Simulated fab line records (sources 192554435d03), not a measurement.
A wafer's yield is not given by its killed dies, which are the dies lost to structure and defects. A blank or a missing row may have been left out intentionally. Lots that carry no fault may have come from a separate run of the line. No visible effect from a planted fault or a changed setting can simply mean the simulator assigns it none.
What tool caused it?	flow n5-finfet	route of 1938 steps, sampled at 1 step: 12 lots, 36 wafers

## WHAT THE GAUGES READ, wafer by wafer
N5_BEOL_M2_CD_MEAS_11 targets a cd of 16.79 nm.
lot	measured	on	cd-nm (nm)
L075	day 8 01:13	cd-sem-02	17.35 17.02 17.09
L077	day 8 02:55	cd-sem-02	17.07 16.95 16.67
L080	day 8 08:44	cd-sem-01	16.34 16.46 16.71
L081	day 8 11:53	cd-sem-03	17.03 17.11 17.03
L084	day 8 21:40	cd-sem-02	16.95 17.00 16.51
L085	day 9 08:47	cd-sem-02	16.58 16.71 16.43
L087	day 10 09:37	cd-sem-02	16.40 16.57 16.54
L089	day 11 01:21	cd-sem-01	16.74 16.76 16.89
L091	day 11 02:41	cd-sem-03	16.63 16.80 16.81
L093	day 11 07:46	cd-sem-01	16.85 16.72 16.44
L095	day 11 19:20	cd-sem-02	16.86 16.74 17.06
L097	day 12 12:01	cd-sem-03	16.70 16.16 16.42

## WHAT TOOL EACH LOT RAN ON (gives the tool, then ch and the chambers of the sampled wafers, and finally the start)
No process step before these readings appears in the record.

## THE ANSWER, worked out from the rows above alone
Rule: usual is defined by the lots themselves. Put in order of their means at a reading, lots are off if they are a third of the lots or fewer, leave a main group of 4 or more, and stand apart from it by a gap of 3 or more times the standard deviation of the main group's means; of several such gaps the widest counts. A main group is skipped when, at the precision printed for the reading in the tables above, its means are all equal. Also off: a lot with no number at a reading for which 4 or more lots have one. All remaining lots with rows at the step are treated as sound.
None of the lots is off at any reading shown; this tells nothing.

## WHAT HAD BEEN PUT IN BY THE SIMULATOR
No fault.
